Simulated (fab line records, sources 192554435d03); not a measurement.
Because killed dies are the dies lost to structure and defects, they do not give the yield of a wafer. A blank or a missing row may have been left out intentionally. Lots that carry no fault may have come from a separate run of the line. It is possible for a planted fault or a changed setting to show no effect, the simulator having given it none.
Chamber matching ; flow n5Finfet ; N5_SPACER0_ALD_07 on aldSin-03 has 4 sister chambers
The step deposits SiNx, target thk 2 nm. 7 wafers are shown with their chamber, then 9 later ones without.

## EACH WAFER AND ITS CHAMBER
wafer;chamber;heaterPowerW (W);susceptorTempC (C)
L077.2;3;861;400.28
L083.2;2;687;399.80
L087.5;1;996;399.93
L087.6;2;687;400.10
L088.2;1;986;400.11
L088.3;0;768;400.21
L088.5;0;756;400.47

## WAFERS MISSING THEIR CHAMBER
wafer;heaterPowerW (W);susceptorTempC (C)
L093.2;782;400.13
L093.5;696;399.91
L093.6;986;400.07
L094.3;1040;399.85
L094.4;701;399.89
L094.5;762;399.78
L095.1;711;399.92
L095.2;748;399.89
L095.6;772;399.83

## WHICH CHAMBER EACH WENT THROUGH
wafer;from the rows above;in truth
L093.2;0;0
L093.5;2;2
L093.6;1;1
L094.3;1;1
L094.4;2;2
L094.5;0;0
L095.1;2;2
L095.2;0;0
L095.6;0;0
9 of 9 placed correctly. Can't be placed from these rows: 0. Number placed wrongly: 0.
How it was worked out, from the rows above alone: a wafer's distance from a chamber is the root of the sum, over the readings, of the square of ((its reading less the chamber's mean) divided by the reading's scatter). The wafer belongs to the nearest chamber; if the next one is less than 2 further off, it can't be placed. The mean given for a chamber averages the wafers shown for that chamber. The scatter: the root of (the sum of the squares of (reading less its chamber's mean) over the shown wafers, divided by (wafers less chambers)).
